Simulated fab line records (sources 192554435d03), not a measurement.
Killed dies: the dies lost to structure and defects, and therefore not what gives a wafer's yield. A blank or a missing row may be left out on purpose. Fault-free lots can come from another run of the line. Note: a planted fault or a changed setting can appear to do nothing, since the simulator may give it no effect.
The tool behind it: which one? | flow n5-finfet | 72 wafers from 24 lots sampled at 6 of the route's 1938 steps

WHAT EACH GAUGE READ, for each wafer
N5_BEOL_M7_OVL_MEAS_12.
lot  | measured     | on         | M7_OVL (nm)
L074 | day 9 13:17  | overlay-02 | 0.9 0.4 -0.4
L075 | day 9 14:36  | overlay-02 | -0.2 -0.4 -0.3
L077 | day 9 21:44  | overlay-02 | -1.1 -0.6 -0.5
L078 | day 10 08:43 | overlay-02 | 0.0 0.7 0.6
L076 | day 10 14:05 | overlay-01 | 1.7 0.2 0.2
L079 | day 11 02:49 | overlay-01 | -0.9 -0.1 -1.4
L080 | day 11 03:02 | overlay-02 | 0.6 0.5 0.4
L081 | day 11 12:13 | overlay-02 | -0.9 -0.4 -1.0
L082 | day 11 22:42 | overlay-02 | 1.1 0.2 0.3
L083 | day 12 06:32 | overlay-01 | 0.0 2.8 0.9
L085 | day 12 23:10 | overlay-02 | 0.9 0.2 -0.6
L084 | day 13 05:31 | overlay-02 | -0.8 -0.4 -0.7
L087 | day 13 10:03 | overlay-01 | 0.2 0.0 0.0
L088 | day 13 14:42 | overlay-01 | 0.2 0.1 0.1
L086 | day 13 14:54 | overlay-01 | 0.7 0.7 0.0
L092 | day 13 20:49 | overlay-02 | 0.7 0.3 -0.8
L089 | day 14 05:27 | overlay-01 | 0.2 -1.0 -0.1
L090 | day 14 09:07 | overlay-02 | 0.7 0.9 1.2
L091 | day 14 12:41 | overlay-02 | -2.3 -0.5 -1.7
L094 | day 14 19:07 | overlay-01 | -0.1 -0.4 -0.6
L093 | day 14 20:59 | overlay-02 | -0.4 -1.4 0.1
L096 | day 14 21:10 | overlay-01 | 0.3 -0.6 0.2
L097 | day 15 15:14 | overlay-02 | -0.3 -0.6 -2.0
L095 | day 16 15:31 | overlay-01 | 0.4 1.1 -0.2

N5_BEOL_M7_CD_MEAS_28: target cd 40 nm.
lot  | measured     | on        | cd-nm (nm)
L074 | day 9 16:25  | cd-sem-01 | 40.22 40.08 40.14
L075 | day 9 16:22  | cd-sem-02 | 40.09 40.07 39.78
L077 | day 9 23:17  | cd-sem-03 | 40.17 39.88 39.72
L078 | day 10 12:43 | cd-sem-03 | 40.08 39.99 39.83
L076 | day 10 16:12 | cd-sem-03 | 40.31 40.29 40.24
L079 | day 11 04:43 | cd-sem-01 | 39.73 39.96 40.03
L080 | day 11 04:52 | cd-sem-02 | 39.80 40.08 39.85
L081 | day 11 13:44 | cd-sem-03 | 40.14 39.94 39.93
L082 | day 12 01:58 | cd-sem-01 | 40.06 39.78 40.20
L083 | day 12 07:27 | cd-sem-01 | 40.40 39.68 39.92
L085 | day 13 01:24 | cd-sem-02 | 40.21 40.11 40.32
L084 | day 13 06:28 | cd-sem-02 | 39.87 40.07 40.28
L087 | day 13 14:01 | cd-sem-03 | 40.23 40.15 40.19
L088 | day 13 21:37 | cd-sem-02 | 40.42 40.08 39.73
L086 | day 13 21:04 | cd-sem-03 | 40.00 39.88 40.14
L092 | day 13 23:05 | cd-sem-01 | 40.11 39.60 40.26
L089 | day 14 07:31 | cd-sem-02 | 39.78 39.85 39.99
L090 | day 14 11:34 | cd-sem-02 | 39.80 40.07 39.59
L091 | day 14 13:46 | cd-sem-01 | 39.87 39.72 40.64
L094 | day 14 20:48 | cd-sem-01 | 40.11 39.98 39.87
L093 | day 14 22:37 | cd-sem-02 | 40.40 40.04 39.74
L096 | day 14 22:46 | cd-sem-01 | 40.14 40.12 39.89
L097 | day 15 17:24 | cd-sem-02 | 39.69 40.27 40.17
L095 | day 16 19:01 | cd-sem-03 | 39.99 40.24 40.18

WHAT TOOL EACH LOT RAN ON (gives the tool, then ch and the chambers of the sampled wafers, and finally the start)
lot  | N5_BEOL_M6_ETCH_72                 | N5_BEOL_M6_CURE_75            | N5_BEOL_M7_DESCUM_16               | N5_BEOL_M7_STRIP_19
L074 | rie-diel-05 ch 0,2,3, day 9 05:44  | uv-cure-03 ch 0, day 9 06:20  | rie-diel-06 ch 1,2, day 9 13:20    | rie-diel-06 ch 1,2, day 9 13:44
L075 | rie-diel-01 ch 0,2,3, day 9 05:51  | uv-cure-01 ch 0, day 9 06:29  | rie-diel-02 ch 0,2, day 9 15:05    | rie-diel-02 ch 0,1, day 9 15:35
L077 | rie-diel-01 ch 0,1,3, day 9 16:37  | uv-cure-02 ch 0, day 9 17:25  | rie-diel-02 ch 1,2,3, day 9 21:47  | rie-diel-06 ch 1,2,3, day 9 22:16
L078 | rie-diel-05 ch 1,2,3, day 10 03:26 | uv-cure-02 ch 2, day 10 04:04 | rie-diel-06 ch 0,3, day 10 08:46   | rie-diel-06 ch 0,1, day 10 09:10
L076 | rie-diel-01 ch 1,2, day 10 08:42   | uv-cure-02 ch 1, day 10 09:17 | rie-diel-06 ch 0,3, day 10 14:09   | rie-diel-06 ch 1,2,3, day 10 14:32
L079 | rie-diel-05 ch 1,2, day 10 20:11   | uv-cure-01 ch 0, day 10 20:47 | rie-diel-02 ch 2,3, day 11 02:53   | rie-diel-06 ch 0,2,3, day 11 03:19
L080 | rie-diel-04 ch 0,1,3, day 10 20:22 | uv-cure-02 ch 1, day 10 21:06 | rie-diel-06 ch 0,1, day 11 03:21   | rie-diel-02 ch 0,2,3, day 11 03:45
L081 | rie-diel-05 ch 0,1, day 11 07:27   | uv-cure-03 ch 0, day 11 08:06 | rie-diel-03 ch 0,1, day 11 12:16   | rie-diel-03 ch 0,2, day 11 12:40
L082 | rie-diel-01 ch 0,1,3, day 11 17:33 | uv-cure-01 ch 0, day 11 18:11 | rie-diel-03 ch 0,2, day 11 23:56   | rie-diel-02 ch 1,2,3, day 12 00:20
L083 | rie-diel-04 ch 0,2,3, day 12 00:05 | uv-cure-01 ch 2, day 12 00:44 | rie-diel-06 ch 0,2, day 12 06:36   | rie-diel-02 ch 0,2, day 12 06:59
L085 | rie-diel-04 ch 0,1,3, day 12 16:08 | uv-cure-02 ch 2, day 12 16:43 | rie-diel-03 ch 0,2, day 12 23:16   | rie-diel-06 ch 1,2,3, day 12 23:41
L084 | rie-diel-05 ch 1,3, day 12 22:10   | uv-cure-01 ch 1, day 12 23:33 | rie-diel-06 ch 0,1,3, day 13 05:38 | rie-diel-02 ch 0,1,2, day 13 06:02
L087 | rie-diel-05 ch 1,2, day 13 01:41   | uv-cure-01 ch 0, day 13 02:16 | rie-diel-02 ch 0,2, day 13 10:07   | rie-diel-03 ch 0,1, day 13 10:30
L088 | rie-diel-01 ch 1,3, day 13 06:25   | uv-cure-01 ch 0, day 13 07:03 | rie-diel-02 ch 0,3, day 13 14:49   | rie-diel-06 ch 0,1, day 13 15:19
L086 | rie-diel-05 ch 1,2,3, day 13 06:49 | uv-cure-03 ch 0, day 13 07:24 | rie-diel-06 ch 0,2,3, day 13 15:03 | rie-diel-02 ch 2,3, day 13 15:36
L092 | rie-diel-04 ch 0,1,3, day 13 14:10 | uv-cure-02 ch 0, day 13 14:46 | rie-diel-03 ch 0,1,3, day 13 20:53 | rie-diel-02 ch 1,2,3, day 13 21:17
L089 | rie-diel-01 ch 0,3, day 13 21:46   | uv-cure-03 ch 0, day 13 22:24 | rie-diel-02 ch 1,2, day 14 05:31   | rie-diel-06 ch 0,2,3, day 14 05:54
L090 | rie-diel-04 ch 0,1,2, day 13 23:38 | uv-cure-01 ch 2, day 14 00:24 | rie-diel-02 ch 0,1,3, day 14 09:10 | rie-diel-03 ch 1,2,3, day 14 09:34
L091 | rie-diel-04 ch 0,2,3, day 14 07:46 | uv-cure-01 ch 1, day 14 08:28 | rie-diel-03 ch 1,2, day 14 12:52   | rie-diel-03 ch 0,1, day 14 13:16
L094 | rie-diel-01 ch 1,2,3, day 14 11:56 | uv-cure-02 ch 1, day 14 12:38 | rie-diel-02 ch 0,1,3, day 14 19:10 | rie-diel-03 ch 1,2,3, day 14 19:33
L093 | rie-diel-04 ch 0,1,3, day 14 11:59 | uv-cure-03 ch 1, day 14 12:38 | rie-diel-06 ch 1,3, day 14 21:22   | rie-diel-02 ch 0,2,3, day 14 21:50
L096 | rie-diel-05 ch 0,2, day 14 12:04   | uv-cure-02 ch 1, day 14 12:53 | rie-diel-03 ch 1,3, day 14 21:29   | rie-diel-06 ch 1,3, day 14 21:53
L097 | rie-diel-01 ch 0,2,3, day 15 10:49 | uv-cure-03 ch 2, day 15 11:30 | rie-diel-02 ch 0,3, day 15 15:17   | rie-diel-02 ch 1,2, day 15 15:41
L095 | rie-diel-05 ch 1,2, day 16 09:16   | uv-cure-01 ch 2, day 16 09:54 | rie-diel-06 ch 0,3, day 16 15:34   | rie-diel-03 ch 1,2, day 16 15:58
- N5_BEOL_M6_ETCH_72: etches underlayer in N2/H2, target depth 6.5 nm, time 5.2 s.
- N5_BEOL_M6_CURE_75: cures SiCOH lowk, time 120 s.
- N5_BEOL_M7_DESCUM_16: chemistry O2, time 7.9 s.
- N5_BEOL_M7_STRIP_19: strips in O2.

WHAT THE TOOLS THEMSELVES READ (means of the sampled wafers that have a number; where no wafer has one, the mark that the record gives instead)
N5_BEOL_M6_ETCH_72.
lot  | tool        | drypump-motor-current-A (A) | etch-rf-on-time-s (s) | oes-product-au (a.u.) | rf-vpp-V (V) | showerhead-plenum-p-Torr (Torr) | throttle-valve-pct (%)
L074 | rie-diel-05 | 5.5                         | 5.23                  | 0.60                  | 525          | 2.55                            | 18.22
L075 | rie-diel-01 | 5.6                         | 5.23                  | 0.62                  | 523          | 2.52                            | 18.03
L077 | rie-diel-01 | 5.5                         | 5.20                  | 0.62                  | 522          | 2.49                            | 17.93
L078 | rie-diel-05 | 5.6                         | 5.26                  | 0.64                  | 523          | 2.54                            | 18.10
L076 | rie-diel-01 | 6.0                         | 5.14                  | 0.61                  | 521          | 2.45                            | 17.99
L079 | rie-diel-05 | 5.4                         | 5.25                  | 0.68                  | 525          | 2.58                            | 17.98
L080 | rie-diel-04 | 6.1                         | 5.13                  | 0.67                  | 522          | 2.52                            | 17.67
L081 | rie-diel-05 | 5.0                         | 5.19                  | 0.63                  | 527          | 2.60                            | 18.16
L082 | rie-diel-01 | 5.5                         | 5.11                  | 0.68                  | 522          | 2.48                            | 17.82
L083 | rie-diel-04 | 6.2                         | 5.21                  | 0.71                  | 524          | 2.57                            | 17.67
L085 | rie-diel-04 | 6.1                         | 5.20                  | 0.66                  | 523          | 2.51                            | 17.69
L084 | rie-diel-05 | 5.2                         | 5.30                  | 0.65                  | 522          | 2.52                            | 18.07
L087 | rie-diel-05 | 5.4                         | 5.33                  | 0.65                  | 524          | 2.58                            | 18.00
L088 | rie-diel-01 | 5.6                         | 5.26                  | 0.64                  | 520          | 2.47                            | 17.78
L086 | rie-diel-05 | 5.6                         | 5.24                  | 0.62                  | 522          | 2.52                            | 18.15
L092 | rie-diel-04 | 6.0                         | 5.19                  | 0.66                  | 522          | 2.51                            | 17.70
L089 | rie-diel-01 | 5.2                         | 5.18                  | 0.70                  | 524          | 2.54                            | 17.68
L090 | rie-diel-04 | 5.8                         | 5.16                  | 0.69                  | 522          | 2.49                            | 17.71
L091 | rie-diel-04 | 6.2                         | 5.12                  | 0.69                  | 525          | 2.56                            | 17.70
L094 | rie-diel-01 | 5.7                         | 5.15                  | 0.71                  | 522          | 2.50                            | 17.72
L093 | rie-diel-04 | 6.1                         | 5.17                  | 0.66                  | 523          | 2.51                            | 17.74
L096 | rie-diel-05 | 5.7                         | 5.16                  | 0.68                  | 526          | 2.60                            | 18.04
L097 | rie-diel-01 | 5.5                         | 5.19                  | 0.71                  | 523          | 2.50                            | 17.82
L095 | rie-diel-05 | 5.4                         | 5.24                  | 0.72                  | 524          | 2.56                            | 17.91

N5_BEOL_M6_CURE_75.
lot  | tool       | lamp-power-pct (%) | wafer_temp_C_max
L074 | uv-cure-03 | 52.35              | 371.0
L075 | uv-cure-01 | 52.30              | 372.4
L077 | uv-cure-02 | 52.38              | 371.3
L078 | uv-cure-02 | 52.30              | 371.6
L076 | uv-cure-02 | 52.33              | 372.2
L079 | uv-cure-01 | 52.27              | 372.9
L080 | uv-cure-02 | 52.34              | 371.7
L081 | uv-cure-03 | 52.32              | 370.9
L082 | uv-cure-01 | 52.33              | 373.1
L083 | uv-cure-01 | 52.36              | 372.0
L085 | uv-cure-02 | 52.32              | 371.8
L084 | uv-cure-01 | 52.33              | 371.4
L087 | uv-cure-01 | 52.27              | 372.5
L088 | uv-cure-01 | 52.36              | 372.5
L086 | uv-cure-03 | 52.30              | 370.7
L092 | uv-cure-02 | 52.29              | 370.9
L089 | uv-cure-03 | 52.32              | 371.2
L090 | uv-cure-01 | 52.32              | 372.0
L091 | uv-cure-01 | 52.29              | 371.0
L094 | uv-cure-02 | 52.28              | 372.2
L093 | uv-cure-03 | 52.36              | 371.7
L096 | uv-cure-02 | 52.33              | 371.6
L097 | uv-cure-03 | 52.37              | 371.5
L095 | uv-cure-01 | 52.34              | 372.2

N5_BEOL_M7_DESCUM_16.
lot  | tool        | drypump-motor-current-A (A) | oes-product-au (a.u.) | rf-vpp-V (V) | showerhead-plenum-p-Torr (Torr) | temp-c (C) | throttle-valve-pct (%)
L074 | rie-diel-06 | 5.8                         | 0.75                  | 241.1        | 1.95                            | 39.99      | 20.50
L075 | rie-diel-02 | 5.0                         | 0.92                  | 243.4        | 2.16                            | 39.99      | 20.35
L077 | rie-diel-02 | 5.5                         | 0.72                  | 243.2        | 2.14                            | 40.05      | 20.35
L078 | rie-diel-06 | 5.7                         | 0.89                  | 243.3        | 2.10                            | 40.09      | 20.30
L076 | rie-diel-06 | 5.6                         | 0.88                  | 243.4        | 2.16                            | 40.05      | 20.18
L079 | rie-diel-02 | 5.8                         | 0.72                  | 243.3        | 2.11                            | 39.93      | 20.24
L080 | rie-diel-06 | 5.6                         | 0.82                  | 242.4        | 2.02                            | 39.99      | 20.54
L081 | rie-diel-03 | 5.6                         | 0.84                  | 244.0        | 2.11                            | 40.05      | 20.38
L082 | rie-diel-03 | 6.0                         | 0.71                  | 243.3        | 2.13                            | 39.94      | 20.69
L083 | rie-diel-06 | 6.0                         | 0.84                  | 242.1        | 2.00                            | 40.01      | 20.43
L085 | rie-diel-03 | 6.1                         | 0.70                  | 244.2        | 2.13                            | 40.00      | 20.71
L084 | rie-diel-06 | 5.4                         | 0.88                  | 244.2        | 2.16                            | 39.97      | 20.32
L087 | rie-diel-02 | 5.0                         | 0.85                  | 244.2        | 2.15                            | 40.05      | 20.40
L088 | rie-diel-02 | 5.5                         | 0.78                  | 243.2        | 2.10                            | 39.88      | 20.27
L086 | rie-diel-06 | 5.8                         | 0.82                  | 242.7        | 2.05                            | 39.98      | 20.32
L092 | rie-diel-03 | 5.7                         | 0.77                  | 243.0        | 2.10                            | 40.03      | 20.49
L089 | rie-diel-02 | 5.4                         | 0.78                  | 243.4        | 2.15                            | 40.01      | 20.31
L090 | rie-diel-02 | 5.2                         | 0.85                  | 244.2        | 2.12                            | 39.97      | 20.27
L091 | rie-diel-03 | 5.8                         | 0.90                  | 243.6        | 2.12                            | 40.11      | 20.35
L094 | rie-diel-02 | 5.2                         | 0.85                  | 243.5        | 2.12                            | 39.97      | 20.27
L093 | rie-diel-06 | 5.2                         | 0.88                  | 245.3        | 2.23                            | 39.96      | 20.33
L096 | rie-diel-03 | 5.7                         | 0.81                  | 242.9        | 2.10                            | 40.14      | 20.41
L097 | rie-diel-02 | 5.1                         | 0.84                  | 242.8        | 2.12                            | 40.11      | 20.35
L095 | rie-diel-06 | 5.7                         | 0.83                  | 243.6        | 2.08                            | 39.97      | 20.34

N5_BEOL_M7_STRIP_19.
lot  | tool        | drypump-motor-current-A (A) | oes-product-au (a.u.) | rf-vpp-V (V) | showerhead-plenum-p-Torr (Torr) | temp-c (C) | throttle-valve-pct (%)
L074 | rie-diel-06 | 5.5                         | 0.73                  | 3.8          | 1.97                            | 39.90      | 16.89
L075 | rie-diel-02 | 5.0                         | 0.81                  | 3.4          | 2.16                            | 39.95      | 16.72
L077 | rie-diel-06 | 5.6                         | 0.78                  | 3.7          | 2.05                            | 40.06      | 16.66
L078 | rie-diel-06 | 5.4                         | 0.76                  | 3.9          | 2.01                            | 39.99      | 16.90
L076 | rie-diel-06 | 5.6                         | 0.78                  | 3.7          | 2.05                            | 40.11      | 16.66
L079 | rie-diel-06 | 5.8                         | 0.84                  | 3.5          | 2.06                            | 39.88      | 16.52
L080 | rie-diel-02 | 5.4                         | 0.80                  | 3.7          | 2.14                            | 40.11      | 16.55
L081 | rie-diel-03 | 6.0                         | 0.71                  | 3.6          | 2.14                            | 40.03      | 16.95
L082 | rie-diel-02 | 5.5                         | 0.81                  | 4.2          | 2.14                            | 39.93      | 16.49
L083 | rie-diel-02 | 5.0                         | 0.87                  | 3.4          | 2.16                            | 40.00      | 16.59
L085 | rie-diel-06 | 5.6                         | 0.85                  | 3.5          | 2.13                            | 39.93      | 16.53
L084 | rie-diel-02 | 5.2                         | 0.86                  | 3.7          | 2.16                            | 40.05      | 16.54
L087 | rie-diel-03 | 5.6                         | 0.82                  | 3.3          | 2.11                            | 40.02      | 16.67
L088 | rie-diel-06 | 5.3                         | 0.91                  | 3.3          | 2.18                            | 39.96      | 16.63
L086 | rie-diel-02 | 5.8                         | 0.70                  | 4.1          | 2.14                            | 39.93      | 16.60
L092 | rie-diel-02 | 5.5                         | 0.79                  | 4.2          | 2.13                            | 39.87      | 16.52
L089 | rie-diel-06 | 5.8                         | 0.82                  | 3.6          | 2.06                            | 40.08      | 16.56
L090 | rie-diel-03 | 5.9                         | 0.85                  | 4.0          | 2.11                            | 40.04      | 16.63
L091 | rie-diel-03 | 5.5                         | 0.77                  | 3.4          | 2.10                            | 40.09      | 16.78
L094 | rie-diel-03 | 5.9                         | 0.85                  | 3.7          | 2.11                            | 39.92      | 16.66
L093 | rie-diel-02 | 5.4                         | 0.77                  | 4.5          | 2.13                            | 39.92      | 16.59
L096 | rie-diel-06 | 5.2                         | 0.88                  | 2.8          | 2.23                            | 40.03      | 16.54
L097 | rie-diel-02 | 5.4                         | 0.77                  | 3.3          | 2.16                            | 40.00      | 16.59
L095 | rie-diel-03 | 5.9                         | 0.86                  | 3.8          | 2.11                            | 40.02      | 16.61

THE ANSWER, worked out from the rows above alone
Rule: the usual values come from the lots themselves. The widest of any qualifying gaps counts: lots, ordered by their means at a reading, are off when they make up no more than a third of the lots, leave a main group of 4 or more, and stand apart from it by 3 or more times the standard deviation of that group's means. The tables above print the reading to a certain number of digits; a main group whose means all agree to those digits is not used. A lot without any number at a reading at which 4 lots or more have one is off too. All remaining lots with rows at the step are treated as sound. First the gauges in route order, then the tools' own readings, where a lot's mean is used as printed above. The first step at which some lot is off is used, and at that step the reading that is off furthest; a lot without a number counts as furthest.
Nothing can be told from this: no lot is off at any reading shown.

WHAT THE SIMULATOR PUT IN
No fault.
